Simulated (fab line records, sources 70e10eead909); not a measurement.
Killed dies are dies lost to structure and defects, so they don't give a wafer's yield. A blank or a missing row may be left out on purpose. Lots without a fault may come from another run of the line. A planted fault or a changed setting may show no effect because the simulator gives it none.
A struck lot beside a sound one | flow nand_harc | 14 steps out of a route of 1302
Sound: wafers L990.3, L990.5, L990.6. Struck: wafers L987.1, L987.3, L987.4. The cause comes at the end.
At each step with rows: each side's tool, then ch and its chambers, then its first start. Under that, the readings that differ: sound wafers | struck wafers | difference of the means | sigmas: that difference in standard deviations of wafers without a fault.
alike: readings whose means differ by less than 2 such deviations, and words and numbers that are the same on both sides. not compared: withheld readings, readings that some wafer has no value for, bounds like >300 that may hide the same value, and numbers for which the record gives no deviation and whose values overlap.
The two part at a step that has a row with sigmas, a row that says differs or no value, or rows on one side only. Numbers that don't overlap but have no deviation are shown without sigmas and don't part them. A reading that every wafer of one side lacks parts them only if that side has two wafers or more.

NHARC_A_STAIRCASE_TRIM_189: chemistry O2, time 211.2 s.
  sound on rie_diel-02 ch 0,3; struck on rie_diel-04 ch 1,2,3
  alike: chamber_pressure_mTorr, drypump_motor_current_A, o2_flow_sccm, oes_product_au, rf_vpp_V, showerhead_plenum_p_Torr, throttle_valve_pct
  not compared: rf_hours_counter_h
NHARC_A_STAIRCASE_ETCH_190: etches the open film in C4F8/O2, target depth 100 nm, time 40.5 s.
  sound on rie_diel-02 ch 0,1,2; struck on rie_diel-04 ch 0,1,3
  alike: bias_w, chamber_pressure_mTorr, oes_product_au, rf_vpp_V
  not compared: rf_hours_counter_h
then, 4 steps without rows for these wafers: NHARC_A_STAIRCASE_TRIM_191 (chemistry O2, time 211.2 s); NHARC_A_STAIRCASE_ETCH_192 (etches the open film in C4F8/O2, target depth 100 nm, time 40.5 s); NHARC_A_STAIRCASE_TRIM_193 (chemistry O2, time 211.2 s); NHARC_A_STAIRCASE_ETCH_194 (etches the open film in C4F8/O2, target depth 100 nm, time 40.5 s).
NHARC_A_STAIRCASE_TRIM_196: chemistry O2, time 211.2 s.
  sound on rie_diel-02 ch 0,2,3, day 22 10:03; struck on rie_diel-06 ch 0,1,3, day 22 01:16
  alike: chamber_pressure_mTorr, drypump_motor_current_A, o2_flow_sccm, oes_product_au, rf_vpp_V, showerhead_plenum_p_Torr, throttle_valve_pct
  not compared: rf_hours_counter_h
then, 1 step without rows for these wafers: NHARC_A_STAIRCASE_ETCH_197 (etches the open film in C4F8/O2, target depth 100 nm, time 40.5 s).
NHARC_A_STAIRCASE_TRIM_198: chemistry O2, time 211.2 s.
  sound on rie_diel-02 ch 0,1,3; struck on rie_diel-06 ch 0,2,3
  alike: chamber_pressure_mTorr, drypump_motor_current_A, o2_flow_sccm, oes_product_au, rf_vpp_V, showerhead_plenum_p_Torr, throttle_valve_pct
  not compared: rf_hours_counter_h
then, 2 steps without rows for these wafers: NHARC_A_STAIRCASE_ETCH_199 (etches the open film in C4F8/O2, target depth 100 nm, time 40.5 s); NHARC_A_STAIRCASE_TRIM_200 (chemistry O2, time 211.2 s).
NHARC_A_STAIRCASE_ETCH_201: etches the open film in C4F8/O2, target depth 100 nm, time 40.5 s.
  sound on rie_diel-02 ch 1,2, day 22 10:38; struck on rie_diel-06 ch 0,1,2, day 22 01:54
  no value came back on the struck wafers for bias_w (W), chamber_pressure_mTorr (mTorr), oes_product_au (a.u.), rf_vpp_V (V); on the sound wafers bias_w (W) reads 1001.5 998.5 1001.0
  not compared: rf_hours_counter_h
NHARC_A_STAIRCASE_TRIM_202: chemistry O2, time 211.2 s.
  sound on rie_diel-02 ch 1,2; struck on rie_diel-06 ch 0,2,3
  alike: chamber_pressure_mTorr, drypump_motor_current_A, o2_flow_sccm, oes_product_au, rf_vpp_V, showerhead_plenum_p_Torr, throttle_valve_pct
  not compared: rf_hours_counter_h
-- the record jumps here: 8 days lie between the struck wafers' starts before and after (it left off in module A_STAIRCASE and takes up again in module END, whose first step shown is number 1302 of the route) --
NHARC_END_SORT_01:
  sound on prober-01 ch 0, day 31 08:11; struck on prober-02 ch 0, day 30 05:17
  reading         | sound    | struck      | difference | sigmas
  killed_at_array | 53 60 44 | 673 675 675 | +622       | +31
  killed_dies     | 53 62 47 | 677 677 677 | +623       | +33
  alike: killed_at_other, killed_at_periphery, killed_open, killed_short

WHERE THEY PART
First at NHARC_A_STAIRCASE_ETCH_201; last, within this record, at NHARC_END_SORT_01.

WHY: what the simulator had put in
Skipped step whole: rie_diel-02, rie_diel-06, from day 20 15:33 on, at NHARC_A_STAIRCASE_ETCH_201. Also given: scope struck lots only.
